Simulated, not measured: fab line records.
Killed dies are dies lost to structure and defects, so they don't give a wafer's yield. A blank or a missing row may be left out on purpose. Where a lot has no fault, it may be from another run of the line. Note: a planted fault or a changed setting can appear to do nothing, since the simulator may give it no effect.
fab line records + flow n5Finfet
record
- lots=6
- wafers=15
- lastDay=18
route steps=1938 shown BEOL_M14@1738 PASSIVATION@1936
lots with no fault: from the same line, run without faults
startH: hours from the record's first day to the start of the lot's first wafer shown + waitH: hours since the lot's step before + " the same as in the row above + L1.1+2: a row that stands for several wafers + - no value, or no start was given + * or withheld: withheld + < > ~ a bound
route shown NAME@n: a module of which the file shows steps, and the number in the route of the first + usual: mean and standard deviation over wafers with no fault + same: alike in all rows + chamber/n: place in a boat + sites: each site's reading + _std_site: the values' standard deviation + _edge_site: the outer-site mean with the inner-site mean subtracted + radiusMm: how far each site lies from the wafer's centre + mask NAME#n: copy n + behind: tool/chamber where the wafer was last shaped + hold: cause of the lot's hold/its duration in hours/its outcome + device: names the non-switching transistor (n, p or np) + end of line: the same wafers' tests at the end of the route + a step with no rows: only its recipe + killed: dies that structure and defects cost at the first sort, which is not the same as the wafer's yield + map: a wafer's dies, x killed, . not, _ none there
set.NAME: the setting that was run; set.NAME@STEP: the one run at that earlier step + model.NAME: the simulator's own value behind a step, which no gauge read
certain route steps with their lots: each step a table, each wafer a row
services: a tool's chamber out of use, with start hour (startH, from the record's first day; less than 0 if before it), hours out, and reason
## steps
# step N5_BEOL_M14_COAT_66
# recipe
- resist=SiARC
- tempC=220
- timeS=60
- spinRpm=1500
- resistThkNm=110
# step N5_BEOL_M14_COAT_22
# recipe
- spinRpm=2888
- resistThkNm=300
# step N5_BEOL_M14_EBR_24
# recipe
- solvent=PGMEA
- ebrWidthMm=1.5
# step N5_BEOL_M14_SOFTBAKE_23
# recipe
- tempC=130
- timeS=60
# step N5_BEOL_M14_EXPOSE_25
# recipe
- maskId=M14
- na=0.8
- sourceShape=annular
- sigmaInner=0.5
- sigmaOuter=0.8
- polarization=unpolarized
- targetCdNm=280
- doseMj=26.6
# step N5_BEOL_M14_PEB_26
# recipe
- pebTempC=130
- pebTimeS=90
# step N5_BEOL_M14_DEVELOP_27
# recipe
- developTimeS=45
- rinseLiquid=diw
- dry=airSpin
- devTempC=21
# step N5_BEOL_M14_HARDBAKE_32
# recipe
- tempC=130
- timeS=120
# step N5_BEOL_M14_CD_MEAS_28
# recipe
- targetCdNm=284.4
- landingEnergyEv=500
- detector=seInlens
# usual
- cdNm=283.6/1.8
| lot.wafer | tool     | chamber | startH | waitH | cdNm  |
|-----------|----------|---------|--------|-------|-------|
| L514.2    | cdSem-02 | 0       | 245.39 | -     | 285.2 |
| L514.5    | "        | 0       | "      | "     | 283.1 |
| L519.1    | cdSem-03 | 0       | 264.43 | -     | 282.2 |
| L519.4    | "        | 0       | "      | "     | 281.1 |
| L519.5    | "        | 0       | "      | "     | 283.6 |
| L524.1    | cdSem-01 | 0       | 297.75 | -     | 285.8 |
| L524.2    | "        | 0       | "      | "     | 284.8 |
| L527.1    | cdSem-03 | 0       | 327.27 | -     | 283.8 |
| L527.2    | "        | 0       | "      | "     | 281.6 |
| L533.1    | cdSem-02 | 0       | 395.70 | -     | 284.6 |
| L533.2    | "        | 0       | "      | "     | 284.2 |
| L533.4    | "        | 0       | "      | "     | 282.9 |
| L534.2    | cdSem-01 | 0       | 403.62 | -     | 283.0 |
| L534.3    | "        | 0       | "      | "     | 282.1 |
| L534.6    | "        | 0       | "      | "     | 282.3 |
# step N5_BEOL_M14_OVL_MEAS_29
# recipe
- pointsPerWafer=44
# usual
- M14_OVL=-3/5.5
| lot.wafer | tool       | chamber | startH | waitH | M14_OVL[nm] |
|-----------|------------|---------|--------|-------|-------------|
| L514.2    | overlay-01 | 0       | 245.42 | 0.0   | 4           |
| L514.5    | "          | 0       | "      | "     | -1          |
| L519.1    | overlay-01 | 0       | 264.46 | 0.0   | 2           |
| L519.4    | "          | 0       | "      | "     | 0           |
| L519.5    | "          | 0       | "      | "     | -4          |
| L524.1    | overlay-01 | 0       | 297.79 | 0.0   | -1          |
| L524.2    | "          | 0       | "      | "     | -2          |
| L527.1    | overlay-02 | 0       | 327.30 | 0.0   | -4          |
| L527.2    | "          | 0       | "      | "     | 0           |
| L533.1    | overlay-02 | 0       | 395.73 | 0.0   | 8           |
| L533.2    | "          | 0       | "      | "     | -4          |
| L533.4    | "          | 0       | "      | "     | 4           |
| L534.2    | overlay-02 | 0       | 403.64 | 0.0   | -2          |
| L534.3    | "          | 0       | "      | "     | -12         |
| L534.6    | "          | 0       | "      | "     | -10         |
# step N5_BEOL_M14_INSPECT_30
# recipe
- mode=adi
- inspectInstrument=macro
# usual
- rawDefectCount=2.2/1.3
| lot.wafer | tool             | chamber | startH | waitH | rawDefectCount |
|-----------|------------------|---------|--------|-------|----------------|
| L514.2    | defectInspect-02 | -       | 245.45 | 0.0   | 1              |
| L514.5    | "                | -       | "      | "     | 2              |
| L519.1    | defectInspect-01 | -       | 264.48 | 0.0   | 2              |
| L519.4    | "                | -       | "      | "     | 0              |
| L519.5    | "                | -       | "      | "     | 2              |
| L524.1    | defectInspect-01 | -       | 297.81 | 0.0   | 2              |
| L524.2    | "                | -       | "      | "     | 1              |
| L527.1    | defectInspect-02 | -       | 327.32 | 0.0   | 1              |
| L527.2    | "                | -       | "      | "     | 0              |
| L533.1    | defectInspect-02 | -       | 395.75 | 0.0   | 2              |
| L533.2    | "                | -       | "      | "     | 1              |
| L533.4    | "                | -       | "      | "     | 3              |
| L534.2    | defectInspect-01 | -       | 403.67 | 0.0   | 4              |
| L534.3    | "                | -       | "      | "     | 3              |
| L534.6    | "                | -       | "      | "     | 2              |
# step N5_BEOL_M14_DESCUM_33
# recipe
- chemistry=O2
- timeS=7.9
- sourcePowerW=50
- biasPowerW=20
- pressureMtorr=20
- rfFrequencyHz=2.712e+07
- tempC=40
- o2FlowSccm=225
# usual
- drypumpMotorCurrentA=5.7/0.43
- oesProductAu=0.82/0.097
- rfFwdPowerW=49.36/0.2
- rfVppV=243.4/1.6
- showerheadPlenumPTorr=2.11/0.086
- throttleValvePct=20.4/0.31
| lot.wafer | tool       | chamber | startH | waitH | drypumpMotorCurrentA | oesProductAu | rfFwdPowerW | rfHoursCounterH | rfVppV | showerheadPlenumPTorr | throttleValvePct |
|-----------|------------|---------|--------|-------|----------------------|--------------|-------------|-----------------|--------|-----------------------|------------------|
| L514.2    | rieDiel-05 | 3       | 245.48 | 0.0   | 6.2                  | 0.71         | 49.35       | 229             | 241.7  | 1.99                  | 20.5             |
| L514.5    | "          | 0       | "      | "     | 6.1                  | 0.94         | 49.51       | -               | 246.7  | 2.24                  | 20.0             |
| L519.1    | rieDiel-03 | 2       | 264.52 | 0.0   | 5.2                  | 0.95         | 49.19       | 14              | 242.6  | 2.07                  | 20.5             |
| L519.4    | "          | 2       | "      | "     | 5.2                  | 0.95         | 49.33       | -               | 242.2  | 2.07                  | 20.5             |
| L519.5    | "          | 3       | "      | "     | 5.1                  | 0.70         | 49.52       | -               | 240.9  | 1.98                  | 20.8             |
| L524.1    | rieDiel-03 | 2       | 297.87 | 0.1   | 5.2                  | 0.91         | 49.15       | 29              | 243.2  | 2.06                  | 20.5             |
| L524.2    | "          | 3       | "      | "     | 5.1                  | 0.69         | 49.52       | 236             | 243.0  | 1.98                  | 20.8             |
| L527.1    | rieDiel-03 | 2       | 327.36 | 0.0   | 5.2                  | 0.90         | 49.39       | 34              | 242.4  | 2.06                  | 20.5             |
| L527.2    | "          | 3       | "      | "     | 5.1                  | 0.67         | 49.60       | 246             | 241.1  | 1.97                  | 20.8             |
| L533.1    | rieDiel-01 | 3       | 395.78 | 0.0   | 5.7                  | 0.82         | 49.63       | 78              | 244.6  | 2.21                  | 20.8             |
| L533.2    | "          | 0       | "      | "     | 5.1                  | 0.73         | 49.35       | 170             | 244.5  | 2.17                  | 20.5             |
| L533.4    | "          | 2       | "      | "     | 5.5                  | 0.80         | 49.37       | 110             | 243.0  | 2.11                  | 20.4             |
| L534.2    | rieDiel-01 | 3       | 403.70 | 0.0   | 5.7                  | 0.82         | 49.69       | 81              | 243.9  | 2.21                  | 20.8             |
| L534.3    | "          | 0       | "      | "     | 5.2                  | 0.73         | 49.38       | 173             | 244.1  | 2.17                  | 20.5             |
| L534.6    | "          | 0       | "      | "     | 5.2                  | 0.73         | 49.00       | -               | 244.3  | 2.17                  | 20.5             |
# step N5_BEOL_M14_ETCH_67
# recipe
- chemistry=CF4
- target=SiARC
- targetDepthA=1430
- timeS=238.3
- ionEnergyEv=80
- pressureMtorr=40
- sourceW=545
- biasW=36
- Ar_flow_sccm=100
- cf4FlowSccm=100
- ends=cleared
# usual
- drypumpMotorCurrentA=5.7/0.43
- etchRfOnTimeS=240/5.6
- oesProductAu=0.70/0.084
- rfFwdPowerW=543.2/1.5
- rfVppV=184.1/1.2
- showerheadPlenumPTorr=2.16/0.083
- throttleValvePct=15.6/0.31
| lot.wafer | tool       | chamber | startH | waitH | drypumpMotorCurrentA | etchRfOnTimeS | oesProductAu | rfFwdPowerW | rfHoursCounterH | rfVppV | showerheadPlenumPTorr | throttleValvePct |
|-----------|------------|---------|--------|-------|----------------------|---------------|--------------|-------------|-----------------|--------|-----------------------|------------------|
| L514.2    | rieDiel-05 | 3       | 245.51 | 0.0   | 6.1                  | 239           | 0.60         | 547.5       | 229             | 182.1  | 2.03                  | 15.7             |
| L514.5    | "          | 0       | "      | "     | 6.1                  | 230           | 0.82         | 546.2       | -               | 185.5  | 2.28                  | 15.1             |
| L519.1    | rieDiel-03 | 2       | 264.55 | 0.0   | 5.2                  | 236           | 0.80         | 542.6       | 14              | 182.9  | 2.10                  | 15.5             |
| L519.4    | "          | 2       | "      | "     | 5.2                  | 235           | 0.80         | 543.8       | -               | 181.4  | 2.10                  | 15.5             |
| L519.5    | "          | 3       | "      | "     | 5.1                  | 246           | 0.59         | 546.0       | -               | 183.1  | 2.04                  | 16.0             |
| L524.1    | rieDiel-03 | 2       | 297.90 | 0.0   | 5.2                  | 239           | 0.77         | 541.7       | 29              | 182.8  | 2.10                  | 15.5             |
| L524.2    | "          | 3       | "      | "     | 5.1                  | 154           | 0.78         | 543.1       | 236             | 182.8  | 2.03                  | 16.0             |
| L527.1    | rieDiel-03 | 2       | 327.39 | 0.0   | 5.2                  | 238           | 0.76         | 543.7       | 34              | 182.8  | 2.10                  | 15.5             |
| L527.2    | "          | 3       | "      | "     | 5.1                  | 151           | 0.77         | 544.1       | 246             | 181.5  | 2.03                  | 16.0             |
| L533.1    | rieDiel-01 | 3       | 395.82 | 0.0   | 5.7                  | 245           | 0.69         | 544.9       | 78              | 186.2  | 2.27                  | 16.0             |
| L533.2    | "          | 0       | "      | "     | 5.1                  | 251           | 0.61         | 542.2       | 170             | 184.0  | 2.22                  | 15.7             |
| L533.4    | "          | 2       | "      | "     | 5.6                  | 245           | 0.68         | 541.2       | 110             | 184.7  | 2.15                  | 15.5             |
| L534.2    | rieDiel-01 | 3       | 403.74 | 0.0   | 5.7                  | 246           | 0.68         | 541.9       | 81              | 183.7  | 2.27                  | 16.0             |
| L534.3    | "          | 0       | "      | "     | 5.1                  | 250           | 0.61         | 543.2       | 173             | 186.1  | 2.22                  | 15.7             |
| L534.6    | "          | 0       | "      | "     | 5.2                  | 248           | 0.61         | 544.7       | -               | 183.0  | 2.22                  | 15.7             |
# step N5_BEOL_M14_ETCH_68
# recipe
- chemistry=N2/H2
- target=SOC
- maskMaterial=SiARC
- sourceW=3000
- biasW=350
- tempC=40
- timeS=450
- ionEnergyEv=200
- pressureMtorr=30
- n2FlowSccm=200
- h2FlowSccm=200
# usual
- drypumpMotorCurrentA=5.7/0.43
- oesProductAu=0.82/0.097
- rfFwdPowerW=2995/8.7
- rfVppV=524/3.1
- showerheadPlenumPTorr=2.56/0.11
- throttleValvePct=17.68/0.27
| lot.wafer | tool       | chamber | startH | waitH | drypumpMotorCurrentA | oesProductAu | rfFwdPowerW | rfHoursCounterH | rfVppV | showerheadPlenumPTorr | throttleValvePct |
|-----------|------------|---------|--------|-------|----------------------|--------------|-------------|-----------------|--------|-----------------------|------------------|
| L514.2    | rieDiel-05 | 3       | 245.66 | 0.1   | 6.2                  | 0.70         | 2987        | 229             | 519    | 2.40                  | 17.74            |
| L514.5    | "          | 0       | "      | "     | 6.1                  | 0.95         | 2999        | -               | 529    | 2.71                  | 17.33            |
| L519.1    | rieDiel-03 | 2       | 264.70 | 0.1   | 5.2                  | 0.93         | 2986        | 14              | 522    | 2.48                  | 17.53            |
| L519.4    | "          | 2       | "      | "     | 5.2                  | 0.93         | 3008        | -               | 522    | 2.48                  | 17.53            |
| L519.5    | "          | 3       | "      | "     | 5.1                  | 0.69         | 2976        | -               | 520    | 2.40                  | 17.97            |
| L524.1    | rieDiel-03 | 2       | 298.05 | 0.1   | 5.2                  | 0.90         | 3001        | 29              | 521    | 2.47                  | 17.56            |
| L524.2    | "          | 3       | "      | "     | 5.1                  | 0.69         | 2995        | 236             | 519    | 2.39                  | 18.02            |
| L527.1    | rieDiel-03 | 2       | 327.54 | 0.1   | 5.2                  | 0.88         | 2975        | 34              | 522    | 2.47                  | 17.56            |
| L527.2    | "          | 3       | "      | "     | 5.1                  | 0.67         | 3000        | 247             | 518    | 2.39                  | 18.04            |
| L533.1    | rieDiel-01 | 3       | 395.97 | 0.1   | 5.7                  | 0.83         | 2985        | 79              | 528    | 2.69                  | 18.12            |
| L533.2    | "          | 0       | "      | "     | 5.1                  | 0.74         | 2999        | 170             | 525    | 2.64                  | 17.79            |
| L533.4    | "          | 2       | "      | "     | 5.5                  | 0.81         | 2994        | 110             | 525    | 2.56                  | 17.71            |
| L534.2    | rieDiel-01 | 3       | 403.88 | 0.1   | 5.7                  | 0.82         | 3000        | 81              | 527    | 2.69                  | 18.14            |
| L534.3    | "          | 0       | "      | "     | 5.1                  | 0.73         | 2990        | 173             | 527    | 2.63                  | 17.80            |
| L534.6    | "          | 0       | "      | "     | 5.1                  | 0.73         | 3002        | -               | 527    | 2.63                  | 17.80            |
# step N5_PASSIVATION_PROBE_49
# usual
- defectLimitedYield=91.3/1.7
- killed_at_M0_to_M3=33/9.9
- killed_at_M4_up=14/6.4
- killedAtContacts=12/7
- killedAtFrontEnd=41/13
- killedAtOther=3.1/2.9
- killedDies=103/20
- killedOpen=67/14
- killedShort=34/9.4
- sort_bin_5_function=5.1/1.1
- sort_bin_6_memory=3.2/0.79
- sort_bin_8_speed=0.02/0.15
- sortNPass=1077/21
- sortYieldPct=91.2/1.7
# same
- grossDies=1180
- killedAtBackSide=0
- sort_bin_4_leakage[%]=0
| lot.wafer | tool      | chamber | startH | waitH | defectLimitedYield[%] | killed_at_M0_to_M3 | killed_at_M4_up | killedAtContacts | killedAtFrontEnd | killedAtOther | killedDies | killedOpen | killedShort | sort_bin_5_function[%] | sort_bin_6_memory[%] | sort_bin_8_speed[%] | sortNPass | sortYieldPct[%] |
|-----------|-----------|---------|--------|-------|-----------------------|--------------------|-----------------|------------------|------------------|---------------|------------|------------|-------------|------------------------|----------------------|---------------------|-----------|-----------------|
| L514.2    | prober-02 | -       | 265.61 | 0.1   | 90.2                  | 46                 | 12              | 22               | 31               | 5             | 116        | 82         | 31          | 5.8                    | 3.6                  | 0                   | 1064      | 90.2            |
| L514.5    | prober-02 | -       | 265.76 | 0.2   | 92.8                  | 35                 | 11              | 21               | 15               | 3             | 85         | 55         | 28          | 4.9                    | 2.2                  | 0                   | 1095      | 92.8            |
| L519.1    | prober-02 | -       | 290.51 | 0.5   | 91.8                  | 33                 | 13              | 22               | 28               | 1             | 97         | 73         | 24          | 5.6                    | 2.5                  | 0                   | 1083      | 91.8            |
| L519.4    | prober-02 | -       | 290.66 | 0.7   | 90.8                  | 33                 | 14              | 12               | 42               | 7             | 108        | 73         | 35          | 5.5                    | 3.6                  | 0                   | 1072      | 90.8            |
| L519.5    | prober-02 | -       | 290.71 | 0.7   | 93.3                  | 22                 | 11              | 11               | 22               | 13            | 79         | 56         | 23          | 4.0                    | 2.4                  | 0                   | 1101      | 93.3            |
| L524.1    | prober-02 | -       | 324.82 | 0.0   | 89.6                  | 36                 | 9               | 23               | 53               | 2             | 123        | 79         | 40          | 5.2                    | 4.7                  | 0                   | 1057      | 89.6            |
| L524.2    | prober-02 | -       | 324.87 | 0.1   | 92.1                  | 21                 | 13              | 17               | 27               | 15            | 93         | 56         | 37          | 4.2                    | 3.1                  | 0                   | 1087      | 92.1            |
# killed by level:class
L514.2 MOL_CONTACT_COAG:geometricParticle:open=17 BEOL_M3:geometricParticle:open=14 BEOL_M0_SAQP:geometricParticle:short=8 BEOL_M1:geometricParticle:open=6 STI_FIN_REVEAL:geometricParticle:open=5 GATE_CUT:geometricParticle:open=5 MOL_CONTACT_COAG:geometricParticle:short=5 BEOL_M0_SAQP:geometricParticle:open=5
L514.5 MOL_CONTACT_COAG:geometricParticle:open=15 BEOL_M3:geometricParticle:open=14 MOL_CONTACT_COAG:geometricParticle:short=6 BEOL_M0_SAQP:geometricParticle:short=6 BEOL_M0_SAQP:geometricParticle:open=5 BEOL_M1:geometricParticle:open=4 BEOL_M8:geometricParticle:open=3 STARTING-WAFER:geometricParticle:short=3
L519.1 MOL_CONTACT_COAG:geometricParticle:open=18 STI_FIN_REVEAL:geometricParticle:open=11 BEOL_M4:geometricParticle:open=9 BEOL_M3:geometricParticle:open=7 BEOL_M1:geometricParticle:open=7 BEOL_M0_SAQP:geometricParticle:open=6 BEOL_M0_SAQP:geometricParticle:short=4 MOL_CONTACT_COAG:geometricParticle:short=4
L519.4 FIN_SAQP:geometricParticle:short=14 STI_FIN_REVEAL:geometricParticle:open=10 MOL_CONTACT_COAG:geometricParticle:open=9 BEOL_M1:geometricParticle:open=8 BEOL_M2:geometricParticle:open=8 FIN_SAQP:geometricParticle:open=7 BEOL_M0_SAQP:geometricParticle:open=5 BEOL_M4:geometricParticle:open=5
L519.5 MOL_CONTACT_COAG:geometricParticle:open=11 BEOL_M4:geometricParticle:open=8 BEOL_M3:geometricParticle:open=7 BEOL_M1:geometricParticle:open=5 STI_FIN_REVEAL:geometricParticle:open=4 BEOL_M0_SAQP:geometricParticle:open=4 PASS1_CAP:geometricParticle:short=4 STARTING-WAFER:geometricParticle:open=4
L524.1 MOL_CONTACT_COAG:geometricParticle:open=18 FIN_SAQP:geometricParticle:open=14 FIN_SAQP:geometricParticle:short=9 BEOL_M0_SAQP:geometricParticle:short=9 BEOL_M3:geometricParticle:open=8 BEOL_M0_SAQP:geometricParticle:open=8 MOL_CONTACT_COAG:geometricParticle:short=5 DUMMY_GATE:geometricParticle:open=4
L524.2 MOL_CONTACT_COAG:geometricParticle:open=12 FIN_SAQP:geometricParticle:open=9 FIN_SAQP:geometricParticle:short=7 BEOL_M1:geometricParticle:open=6 BEOL_M4:geometricParticle:open=6 PAD_METAL:geometricParticle:short=6 MOL_CONTACT_COAG:geometricParticle:short=5 BEOL_M0_SAQP:geometricParticle:short=4
## services
| tool       | chamber | startH | hours | kind                         |
|------------|---------|--------|-------|------------------------------|
| rieDiel-05 | 1       | 237.91 | 6.5   | repair                       |
| rieDiel-05 | 1       | 244.59 | -     | clean                        |
| rieDiel-05 | 1       | 244.59 | -     | consumableReplace:focusRing  |
| rieDiel-05 | 1       | 244.59 | 22.0  | scheduledDown                |
| rieDiel-05 | 1       | 244.59 | 22.0  | ventCycle                    |
| rieDiel-03 | 0       | 258.93 | 7.9   | repair                       |
| rieDiel-03 | 1       | 266.71 | 8.6   | repair                       |
| rieDiel-03 | 1       | 289.50 | 8.2   | repair                       |
| rieDiel-05 | 3       | 299.94 | -     | clean                        |
| rieDiel-05 | 3       | 299.94 | -     | consumableReplace:focusRing  |
| rieDiel-05 | 3       | 299.94 | -     | consumableReplace:showerhead |
| rieDiel-05 | 3       | 299.94 | 23.6  | scheduledDown                |
| rieDiel-05 | 3       | 299.94 | 23.6  | ventCycle                    |
| rieDiel-03 | 0       | 302.02 | -     | clean                        |
| rieDiel-03 | 0       | 302.02 | -     | consumableReplace:focusRing  |
| rieDiel-03 | 0       | 302.02 | 32.1  | scheduledDown                |
| rieDiel-03 | 0       | 302.02 | 32.1  | ventCycle                    |
| rieDiel-05 | 1       | 308.63 | 4.9   | repair                       |
| rieDiel-03 | 2       | 309.62 | 9.7   | repair                       |
| rieDiel-05 | 1       | 329.31 | 1.2   | repair                       |
| rieDiel-03 | 3       | 337.18 | -     | clean                        |
| rieDiel-03 | 3       | 337.18 | -     | consumableReplace:focusRing  |
| rieDiel-03 | 3       | 337.18 | -     | consumableReplace:showerhead |
| rieDiel-05 | 2       | 384.30 | -     | clean                        |
## key
firstSign
- step=N5_BEOL_M14_ETCH_67
- reading=etchRfOnTimeS
- direction=down
- sigmas=16
- usual=*
- struck=*
effect none on later readings
metAt N5_BEOL_M14_ETCH_67
struckWafers L524.2,L527.2
onsetBetween 264.55 297.90
fault
- kind=processParameterDrift
- tool=rieDiel-03
- chamber=-
- onsetH=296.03
- steps=N5_BEOL_M14_ETCH_67
- channel=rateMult
- offset=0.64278
- shape=step
- endH=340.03
- scope=struckWafersOnly
